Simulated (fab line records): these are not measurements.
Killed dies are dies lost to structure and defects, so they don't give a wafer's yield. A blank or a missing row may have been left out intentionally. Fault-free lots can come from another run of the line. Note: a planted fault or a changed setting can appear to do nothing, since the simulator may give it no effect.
fab line records | flow nand_harc
record: lots: 4 wafers: 12 last_day: 33
route steps=1302 shown A_CHANNEL_HOLE_D2@585 END@1302
lots with no fault: from the same line, run without faults
start_h: hours from the record's first day to the start of the lot's first wafer shown | wait_h: time in hours since the lot's previous step | " the same as in the row above | L1.1+2: a row that stands for several wafers | - value missing, or start not given | * or withheld: withheld | < > ~ a bound
route shown NAME@n: names a module that has steps shown in the file, with the first one's number in the route | usual: average and standard deviation across the fault-free wafers | same: alike in all rows | chamber/n: place in a boat | sites: readings site by site | _std_site: standard deviation across them | _edge_site: mean of outer sites minus mean of inner sites | radius_mm: how far each site lies from the wafer's centre | mask NAME#n: copy n | behind: the tool/chamber that last shaped the wafer | hold: why the lot went on hold/how many hours it stayed there/how the hold came to an end | device: names the non-switching transistor (n, p or np) | end of line: tests of these same wafers at the route's end | for a step that has no rows: nothing shown but its recipe | killed: not the wafer's yield, but the dies lost to structure and defects at the first sort | map: per-die view of a wafer (x killed, . not killed, _ where there is no die)
set.NAME: the setting the step ran with; set.NAME@STEP: the setting that earlier step ran with | model.NAME: the simulator's own value behind a step, which no gauge read
lots at selected steps of the route; one table per step, one row per wafer
services: when a tool's chamber went out of use (start_h, in hours from the record's first day, below 0 if earlier), for how many hours, and the reason
== steps ==
step: NHARC_A_CHANNEL_HOLE_D2_DESCUM_15
recipe: time_s: 3 o2_flow_sccm: 200 ar_flow_sccm: 0 bias_power_w: 0 chemistry: O2
step: NHARC_A_CHANNEL_HOLE_D2_ETCH_38
recipe: target_depth_a: 390 over_etch_frac: 0.3 time_s: 65 ion_energy_ev: 80 cf4_flow_sccm: 150 ar_flow_sccm: 0 rf_w: 300 bias_w: 100 chemistry: CF4
step: NHARC_A_CHANNEL_HOLE_D2_ETCH_39
recipe: target_depth_a: 2600 over_etch_frac: 0.3 time_s: 325 ion_energy_ev: 200 n2_flow_sccm: 150 h2_flow_sccm: 150 ar_flow_sccm: 0 rf_w: 400 bias_w: 150 chemistry: N2/H2
step: NHARC_A_CHANNEL_HOLE_D2_ETCH_34
recipe: target_depth_a: 1540 time_s: 77 cf4_flow_sccm: 100 chf3_flow_sccm: 30 ar_flow_sccm: 0 rf_w: 500 bias_w: 200 chemistry: CF4/CHF3
step: NHARC_A_CHANNEL_HOLE_D2_ETCH_16
recipe: target_depth_a: 31000 over_etch_frac: 0.3 time_s: 806 ion_energy_ev: 150 o2_flow_sccm: 400 cos_flow_sccm: 20 ar_flow_sccm: 0 rf_w: 500 bias_w: 300 chemistry: O2/COS
step: NHARC_A_CHANNEL_HOLE_D2_ETCH_19
recipe: bias_v: 1200 source_w: 2500 pressure_mtorr: 15 time_s: 34.5 ar_flow_sccm: 375 c4f8_flow_sccm: 28.8 o2_flow_sccm: 96.2 temp_c: -20 target_depth_a: * chemistry: C4F8/O2/Ar
step: NHARC_A_CHANNEL_HOLE_D2_ETCH_20
recipe: bias_v: 3000 source_w: withheld pressure_mtorr: 20 time_s: 361.9 ar_flow_sccm: 375 c4f8_flow_sccm: 89.3 o2_flow_sccm: 35.7 temp_c: -20 target_depth_a: 16000 chemistry: C4F8/O2/Ar
step: NHARC_A_CHANNEL_HOLE_D2_ETCH_21
recipe: bias_v: 3000 source_w: withheld pressure_mtorr: 20 time_s: 514.3 ar_flow_sccm: 375 c4f8_flow_sccm: 89.3 o2_flow_sccm: 35.7 temp_c: -20 target_depth_a: 16000 chemistry: C4F8/O2/Ar
step: NHARC_A_CHANNEL_HOLE_D2_ETCH_22
recipe: bias_v: 3000 source_w: withheld pressure_mtorr: 20 time_s: 666.7 ar_flow_sccm: 375 c4f8_flow_sccm: 89.3 o2_flow_sccm: 35.7 temp_c: -20 target_depth_a: 16000 chemistry: C4F8/O2/Ar
step: NHARC_A_CHANNEL_HOLE_D2_ETCH_23
recipe: bias_v: 5000 source_w: withheld pressure_mtorr: 20 time_s: 819 ar_flow_sccm: 375 c4f8_flow_sccm: 89.3 o2_flow_sccm: 35.7 temp_c: -20 target_depth_a: 16000 chemistry: C4F8/O2/Ar
step: NHARC_A_CHANNEL_HOLE_D2_ETCH_24
recipe: bias_v: 5000 source_w: withheld pressure_mtorr: 20 time_s: 906.2 ar_flow_sccm: 375 c4f8_flow_sccm: 93.8 o2_flow_sccm: 31.2 temp_c: -20 target_depth_a: 15000 chemistry: C4F8/O2/Ar
usual: c4f8_flow_sccm: 93.83/0.27 chamber_pressure_mTorr: 20.001/0.019 drypump_motor_current_A: 5.6/0.35 showerhead_plenum_p_Torr: 3.68/0.12 throttle_valve_pct: 32.236/0.009
columns lot.wafer tool chamber start_h wait_h c4f8_flow_sccm chamber_pressure_mTorr drypump_motor_current_A rf_hours_counter_h showerhead_plenum_p_Torr throttle_valve_pct
L144.1 har_etch-02 1 453.07 0.6 - - - - - -
L144.4 " 0 " " - - - - - -
L144.5 " 0 " " - - - - - -
L147.2 har_etch-01 0 470.32 0.6 - - - - - -
L147.4 " 1 " " - - - - - -
L147.3 " 0 " " - - - - - -
L146.4 har_etch-02 0 476.29 0.6 93.72 20.001 5.6 - 3.62 32.235
L146.3 " 1 " " 93.67 20.000 6.1 - 3.90 32.230
L146.6 " 0 " " 93.66 19.981 5.7 - 3.62 32.242
L151.1 har_etch-02 1 521.84 0.6 94.14 20.001 6.1 75 3.89 32.242
L151.4 " 0 " " 93.77 19.973 5.6 - 3.60 32.255
L151.5 " 1 " " 93.71 19.990 6.1 - 3.89 32.236
step: NHARC_A_CHANNEL_HOLE_D2_ETCH_25
recipe: bias_v: 5000 source_w: withheld pressure_mtorr: 20 time_s: 1040.2 ar_flow_sccm: 375 c4f8_flow_sccm: 93.8 o2_flow_sccm: 31.2 temp_c: -20 target_depth_a: 15000 chemistry: C4F8/O2/Ar
step: NHARC_A_CHANNEL_HOLE_D2_ETCH_26
recipe: bias_v: 300 source_w: 2000 pressure_mtorr: 30 time_s: 224.1 ar_flow_sccm: 375 c4f8_flow_sccm: 11.4 o2_flow_sccm: 113.6 temp_c: -20 target_depth_a: 3000 chemistry: C4F8/O2/Ar
step: NHARC_A_CHANNEL_HOLE_D2_ETCH_27
recipe: bias_v: 400 source_w: 2000 pressure_mtorr: 25 time_s: 90 ar_flow_sccm: 375 c4f8_flow_sccm: 41.7 o2_flow_sccm: 83.3 temp_c: -20 target_depth_a: 4000 chemistry: C4F8/O2/Ar
step: NHARC_A_CHANNEL_HOLE_D2_STRIP_41
recipe: n2_flow_sccm: 150 h2_flow_sccm: 150 ar_flow_sccm: 0 bias_w: 0 chemistry: N2/H2
step: NHARC_A_CHANNEL_HOLE_D2_STRIP_42
recipe: cf4_flow_sccm: 100 chf3_flow_sccm: 30 ar_flow_sccm: 0 bias_w: 0 chemistry: CF4/CHF3
step: NHARC_A_CHANNEL_HOLE_D2_STRIP_43
recipe: o2_flow_sccm: 400 cos_flow_sccm: 20 ar_flow_sccm: 0 bias_w: 0 chemistry: O2/COS
step: NHARC_A_CHANNEL_HOLE_D2_ETCH_44
recipe: target_depth_a: 1400 overetch_a: 140 time_s: 77 ion_energy_ev: 100 cf4_flow_sccm: 80 o2_flow_sccm: 20 ar_flow_sccm: 0 rf_w: 300 bias_w: 100 chemistry: CF4/O2
usual: bias_w: 100.02/0.28 cf4_flow_sccm: 80.03/0.24 drypump_motor_current_A: 5.4/0.37 oes_product_au: 0.997/0.0098 rf_vpp_V: 197.6/1.5 showerhead_plenum_p_Torr: 1.32/0.056 throttle_valve_pct: 13.396/0.0092
columns lot.wafer tool chamber start_h wait_h bias_w cf4_flow_sccm drypump_motor_current_A oes_product_au rf_hours_counter_h rf_vpp_V showerhead_plenum_p_Torr throttle_valve_pct model.A_CHANNEL_HOLE_D2.cd_nm
L144.1 rie_diel-12 2 455.66 0.1 99.84 79.84 5.7 0.987 0.0 198.4 1.42 13.399 98.09
L144.4 " 3 " " 100.33 79.58 4.6 1.007 0.0 198.4 1.29 13.396 99.3
L144.5 " 2 " " 100.30 79.95 5.7 0.987 - 199.8 1.42 13.404 100.6
L147.2 rie_diel-02 1 472.81 0.1 100.19 80.09 5.9 1.002 3.7 198.5 1.36 13.376 98.52
L147.3 " 3 " " 99.66 80.49 4.8 0.997 3.3 196.1 1.30 13.391 96.39
L147.4 " 2 " " 99.87 79.68 5.4 0.980 - 196.3 1.27 13.399 100
L146.3 rie_diel-05 1 478.63 0.1 100.38 80.12 5.6 1.003 3.9 197.0 1.27 13.407 90.44
L146.4 " 2 " " 100.17 80.20 5.2 0.989 3.0 197.8 1.35 13.408 90.35
L146.6 " 3 " " 99.61 79.97 5.8 1.011 - 196.3 1.35 13.397 90.46
L151.4 rie_diel-02 1 524.44 0.1 100.38 80.11 5.8 1.002 6.5 199.7 1.36 13.400 89.81
L151.1 " 2 " " 100.28 80.13 5.4 0.996 6.9 195.9 1.27 13.392 90.07
L151.5 " 3 " " 99.73 80.01 4.8 0.995 - 197.9 1.30 13.408 90.39
step: NHARC_A_CHANNEL_HOLE_D2_STRIP_28
recipe: o2_flow_sccm: 500 ar_flow_sccm: 0 bias_w: 0 chemistry: O2
step: NHARC_A_CHANNEL_HOLE_D2_PRECLEAN_29
recipe: time_s: * temp_c: 50 bath_age_min: 0 chemistry: SC1
step: NHARC_A_CHANNEL_HOLE_D2_SRD_30
step: NHARC_A_CHANNEL_HOLE_D2_CD_MEAS_31
usual: cd_nm: 90.2/1.1
columns lot.wafer tool chamber start_h wait_h cd_nm
L144.1 cd_sem-02 - 456.45 - 0.2
L144.4 " - " " 0.6
L144.5 " - " " -0.7
L147.2 cd_sem-03 - 473.73 - 0.7
L147.3 " - " " -0.4
L147.4 " - " " -0.1
L146.3 cd_sem-03 - 479.43 - 90.5
L146.4 " - " " 90.7
L146.6 " - " " 90.9
L151.1 cd_sem-03 - 525.23 - 90.8
L151.4 " - " " 89.8
L151.5 " - " " 90.7
step: NHARC_A_CHANNEL_HOLE_D2_XSEM_32
recipe: landing_energy_ev: 35000
usual: bot_cd_nm: 74.8/1.2 bow_nm: 8.61/0.26 tilt_deg: 0.07/0.041
columns lot.wafer tool chamber start_h wait_h bot_cd_nm bow_nm tilt_deg
L144.1 xsem-01 0 456.54 0.1 0.2 0.54 0.12
L144.4 " 0 " " 0.7 0.54 0.12
L144.5 " 0 " " 0.0 0.54 0.12
L147.2 xsem-02 0 473.82 0.1 0.0 0.40 0.01
L147.3 " 0 " " 0.0 0.40 0.00
L147.4 " 0 " " 0.0 0.40 0.01
L146.3 xsem-02 0 479.53 0.1 75.0 8.91 0.07
L146.4 " 0 " " 74.9 8.93 0.07
L146.6 " 0 " " 76.3 8.89 0.07
L151.1 xsem-01 0 525.32 0.1 75.2 8.52 0.05
L151.4 " 0 " " 74.8 8.46 0.06
L151.5 " 0 " " 75.2 8.56 0.06
step: NHARC_END_SORT_01
recipe: temp_c: 25
usual: killed_at_array: 55/19 killed_at_other: 0.8/1.1 killed_at_periphery: 4.0/2.6 killed_dies: 60/20 killed_open: 3.4/1.7 killed_short: 2.6/1.5
same: gross_dies: 677
columns lot.wafer tool chamber start_h wait_h killed_at_array killed_at_other killed_at_periphery killed_dies killed_open killed_short
L144.1 prober-02 0 715.14 2.5 667 2 8 677 7 2
L144.4 prober-02 0 717.53 3.4 667 4 6 677 4 4
L144.5 prober-02 0 718.32 3.7 664 1 12 677 5 1
L146.3 prober-01 0 741.15 3.1 44 0 4 48 3 2
L146.4 prober-01 0 741.95 3.4 37 0 6 43 4 3
L146.6 prober-01 0 743.56 4.0 38 0 2 40 4 3
L147.2 prober-01 0 752.01 2.8 668 3 6 677 4 1
L147.3 prober-01 0 752.80 3.1 674 1 2 677 4 4
L147.4 prober-01 0 753.59 3.4 676 1 0 677 1 4
L151.1 prober-02 0 790.95 2.5 34 3 2 39 9 2
L151.4 prober-02 0 793.36 3.4 42 2 2 46 3 4
L151.5 prober-02 0 794.17 3.7 48 0 3 51 5 1
killed by level:class
L144.1 A_CHANNEL_HOLE_D2:area_etch=595 A_SLIT:chamber_film_flake=21 A_CHANNEL_HOLE_D1:chamber_film_flake=15 A_CHANNEL_HOLE_D2:chamber_film_flake=10 A_CONTACT:chamber_film_flake=6 A_BONDPAD:chamber_film_flake=6 P_BONDPAD:chamber_film_flake=4 A_CHANNEL_FILL_D1:chamber_film_flake=3
L144.4 A_CHANNEL_HOLE_D2:area_etch=615 A_SLIT:chamber_film_flake=24 A_CHANNEL_HOLE_D1:chamber_film_flake=6 A_BONDPAD:chamber_film_flake=5 A_CONTACT:chamber_film_flake=4 THIN_TSV:chamber_film_flake=4 A_CHANNEL_FILL_D1:chamber_film_flake=3 A_WL_FILL:geometric_particle:short=2
L144.5 A_CHANNEL_HOLE_D2:area_etch=605 A_SLIT:chamber_film_flake=33 P_BONDPAD:chamber_film_flake=5 A_CHANNEL_HOLE_D1:chamber_film_flake=5 P_STI:chamber_film_flake=4 A_CHANNEL_FILL_D1:chamber_film_flake=3 A_CHANNEL_HOLE_D2:chamber_film_flake=3 A_CONTACT:chamber_film_flake=3
L146.3 A_CHANNEL_HOLE_D1:chamber_film_flake=31 A_STAIRCASE:chamber_film_flake=3 A_CONTACT:chamber_film_flake=3 A_SLIT:chamber_film_flake=2 P_M0:geometric_particle:open=1 A_CHANNEL_FILL_D1:geometric_particle:short=1 A_DECK1_JOINT:geometric_particle:open=1 A_ONON_D2:geometric_particle:open=1
L146.4 A_CHANNEL_HOLE_D1:chamber_film_flake=26 A_SLIT:chamber_film_flake=3 A_CONTACT:chamber_film_flake=3 P_GATE:chamber_film_flake=2 A_STAIRCASE:chamber_film_flake=2 P_STI:geometric_particle:open=1 P_CONTACT:geometric_particle:open=1 P_M0:geometric_particle:open=1
L146.6 A_CHANNEL_HOLE_D1:chamber_film_flake=27 A_STAIRCASE:chamber_film_flake=3 P_STI:geometric_particle:open=1 P_M2:geometric_particle:open=1 A_SOURCE_PLATE:geometric_particle:short=1 A_ONON_D2:geometric_particle:short=1 A_ONON_D2:geometric_particle:open=1 A_CHANNEL_FILL_D2:geometric_particle:short=1
L147.2 A_CHANNEL_HOLE_D2:area_etch=603 A_SLIT:chamber_film_flake=18 A_CHANNEL_HOLE_D1:chamber_film_flake=15 A_CHANNEL_HOLE_D2:chamber_film_flake=12 A_CONTACT:chamber_film_flake=6 A_SGD_CUT:chamber_film_flake=6 A_STAIRCASE:chamber_film_flake=4 THIN_TSV:chamber_film_flake=3
L147.3 A_CHANNEL_HOLE_D2:area_etch=627 A_SLIT:chamber_film_flake=18 A_CHANNEL_HOLE_D1:chamber_film_flake=6 A_CHANNEL_HOLE_D2:chamber_film_flake=6 A_CONTACT:chamber_film_flake=5 A_CHANNEL_FILL_D2:geometric_particle:open=2 P_CONTACT:chamber_film_flake=2 A_STAIRCASE:chamber_film_flake=2
L147.4 A_CHANNEL_HOLE_D2:area_etch=619 A_SLIT:chamber_film_flake=20 A_CHANNEL_HOLE_D2:chamber_film_flake=14 A_CHANNEL_HOLE_D1:chamber_film_flake=5 A_CONTACT:chamber_film_flake=5 A_SGD_CUT:chamber_film_flake=4 A_STAIRCASE:chamber_film_flake=3 A_CHANNEL_FILL_D2:geometric_particle:short=2
L151.1 A_CHANNEL_HOLE_D1:chamber_film_flake=11 A_SLIT:chamber_film_flake=8 A_CONTACT:chamber_film_flake=7 P_M1:geometric_particle:open=2 A_M0:geometric_particle:open=2 THIN_TSV:chamber_film_flake=2 A_CHANNEL_FILL_D1:geometric_particle:open=1 A_DECK1_JOINT:geometric_particle:short=1
L151.4 A_CHANNEL_HOLE_D1:chamber_film_flake=19 A_SLIT:chamber_film_flake=9 A_CONTACT:chamber_film_flake=7 THIN_TSV:chamber_film_flake=2 A_ONON_D1:geometric_particle:open=1 A_CHANNEL_HOLE_D1:geometric_particle:short=1 A_CHANNEL_HOLE_D1:geometric_particle:open=1 A_CHANNEL_FILL_D1:geometric_particle:short=1
L151.5 A_CHANNEL_HOLE_D1:chamber_film_flake=19 A_SLIT:chamber_film_flake=13 A_CONTACT:chamber_film_flake=9 P_CONTACT:geometric_particle:open=1 P_M0:geometric_particle:open=1 A_CHANNEL_HOLE_D1:geometric_particle:open=1 A_CHANNEL_FILL_D1:geometric_particle:open=1 A_CHANNEL_FILL_D1:geometric_particle:short=1
map L144.1 (x killed, . not)
____________x____________
_________xxxxxxx_________
_______xxxxxxxxxxx_______
______xxxxxxxxxxxxx______
_____xxxxxxxxxxxxxxx_____
____xxxxxxxxxxxxxxxxx____
____xxxxxxxxxxxxxxxxx____
___xxxxxxxxxxxxxxxxxxx___
___xxxxxxxxxxxxxxxxxxx___
__xxxxxxxxxxxxxxxxxxxxx__
__xxxxxxxxxxxxxxxxxxxxx__
_xxxxxxxxxxxxxxxxxxxxxxx_
_xxxxxxxxxxxxxxxxxxxxxxx_
_xxxxxxxxxxxxxxxxxxxxxxx_
_xxxxxxxxxxxxxxxxxxxxxxx_
_xxxxxxxxxxxxxxxxxxxxxxx_
xxxxxxxxxxxxxxxxxxxxxxxxx
xxxxxxxxxxxxxxxxxxxxxxxxx
xxxxxxxxxxxxxxxxxxxxxxxxx
xxxxxxxxxxxxxxxxxxxxxxxxx
xxxxxxxxxxxxxxxxxxxxxxxxx
_xxxxxxxxxxxxxxxxxxxxxxx_
_xxxxxxxxxxxxxxxxxxxxxxx_
_xxxxxxxxxxxxxxxxxxxxxxx_
_xxxxxxxxxxxxxxxxxxxxxxx_
_xxxxxxxxxxxxxxxxxxxxxxx_
__xxxxxxxxxxxxxxxxxxxxx__
__xxxxxxxxxxxxxxxxxxxxx__
___xxxxxxxxxxxxxxxxxxx___
___xxxxxxxxxxxxxxxxxxx___
____xxxxxxxxxxxxxxxxx____
____xxxxxxxxxxxxxxxxx____
_____xxxxxxxxxxxxxxx_____
______xxxxxxxxxxxxx______
_______xxxxxxxxxxx_______
_________xxxxxxx_________
____________x____________
map L147.2 (x killed, . not)
____________x____________
_________xxxxxxx_________
_______xxxxxxxxxxx_______
______xxxxxxxxxxxxx______
_____xxxxxxxxxxxxxxx_____
____xxxxxxxxxxxxxxxxx____
____xxxxxxxxxxxxxxxxx____
___xxxxxxxxxxxxxxxxxxx___
___xxxxxxxxxxxxxxxxxxx___
__xxxxxxxxxxxxxxxxxxxxx__
__xxxxxxxxxxxxxxxxxxxxx__
_xxxxxxxxxxxxxxxxxxxxxxx_
_xxxxxxxxxxxxxxxxxxxxxxx_
_xxxxxxxxxxxxxxxxxxxxxxx_
_xxxxxxxxxxxxxxxxxxxxxxx_
_xxxxxxxxxxxxxxxxxxxxxxx_
xxxxxxxxxxxxxxxxxxxxxxxxx
xxxxxxxxxxxxxxxxxxxxxxxxx
xxxxxxxxxxxxxxxxxxxxxxxxx
xxxxxxxxxxxxxxxxxxxxxxxxx
xxxxxxxxxxxxxxxxxxxxxxxxx
_xxxxxxxxxxxxxxxxxxxxxxx_
_xxxxxxxxxxxxxxxxxxxxxxx_
_xxxxxxxxxxxxxxxxxxxxxxx_
_xxxxxxxxxxxxxxxxxxxxxxx_
_xxxxxxxxxxxxxxxxxxxxxxx_
__xxxxxxxxxxxxxxxxxxxxx__
__xxxxxxxxxxxxxxxxxxxxx__
___xxxxxxxxxxxxxxxxxxx___
___xxxxxxxxxxxxxxxxxxx___
____xxxxxxxxxxxxxxxxx____
____xxxxxxxxxxxxxxxxx____
_____xxxxxxxxxxxxxxx_____
______xxxxxxxxxxxxx______
_______xxxxxxxxxxx_______
_________xxxxxxx_________
____________x____________
== services ==
columns tool chamber start_h hours kind
rie_diel-05 0 440.10 - clean
rie_diel-05 1 440.10 - clean
rie_diel-05 2 440.10 - clean
rie_diel-05 3 440.10 - clean
rie_diel-12 - 445.50 9.0 pm
rie_diel-12 0 445.50 9.0 vent_cycle
rie_diel-12 1 445.50 9.0 vent_cycle
rie_diel-12 2 445.50 9.0 vent_cycle
rie_diel-12 3 445.50 9.0 vent_cycle
rie_diel-02 0 451.70 - clean
rie_diel-02 1 451.70 - clean
rie_diel-02 2 451.70 - clean
rie_diel-02 3 451.70 - clean
rie_diel-12 - 458.62 0.9 repair
rie_diel-02 0 467.89 6.3 repair
rie_diel-02 0 476.20 - clean
rie_diel-02 1 476.20 - clean
rie_diel-02 2 476.20 - clean
rie_diel-02 3 476.20 - clean
rie_diel-05 2 497.22 2.4 repair
rie_diel-02 0 500.70 - clean
rie_diel-02 1 500.70 - clean
rie_diel-02 2 500.70 - clean
rie_diel-02 3 500.70 - clean
== key ==
first_sign: step: NHARC_A_CHANNEL_HOLE_D2_ETCH_24 reading: tool_record direction: missing
effect: step: NHARC_A_CHANNEL_HOLE_D2_CD_MEAS_31 reading: cd_nm direction: down sigmas: 79 usual: 90.2 struck: 0.1
effect: step: NHARC_A_CHANNEL_HOLE_D2_XSEM_32 reading: bot_cd_nm direction: down sigmas: 60 usual: 74.8 struck: 0.1
effect: step: NHARC_END_SORT_01 reading: killed_at_array direction: up sigmas: 32 usual: 55 struck: 669
model_effect: step: NHARC_A_CHANNEL_HOLE_D2_ETCH_44 value: A_CHANNEL_HOLE_D2.cd_nm without: 88.54 struck: 98.82
more_kills_born_at: NHARC_A_CHANNEL_HOLE_D2_ETCH_24@har_etch-01: 1849 NHARC_A_CHANNEL_HOLE_D2_ETCH_24@har_etch-02: 1815
met_at NHARC_A_CHANNEL_HOLE_D2_ETCH_24
struck_wafers L144.1,L144.4,L144.5,L147.2,L147.3,L147.4
later_rows_left_out L144.1,L144.4,L144.5,L147.2,L147.3,L147.4
tester_left_out L144,L147
fault: kind: skipped_step_whole tool: har_etch-01,har_etch-02 chamber: - onset_h: 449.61 steps: NHARC_A_CHANNEL_HOLE_D2_ETCH_24 scope: struck_lots_only
tester_left_out: of these lots the tester's yield and bins aren't shown, on N5 and GAA mostly nor the transistor test; their killed dies are dies lost to structure and defects alone, not to doping, threshold or leakage, so they don't give the yield
later_rows_left_out: the simulator's readings of these wafers behind a module that went badly wrong aren't trusted and aren't shown, but for the sort
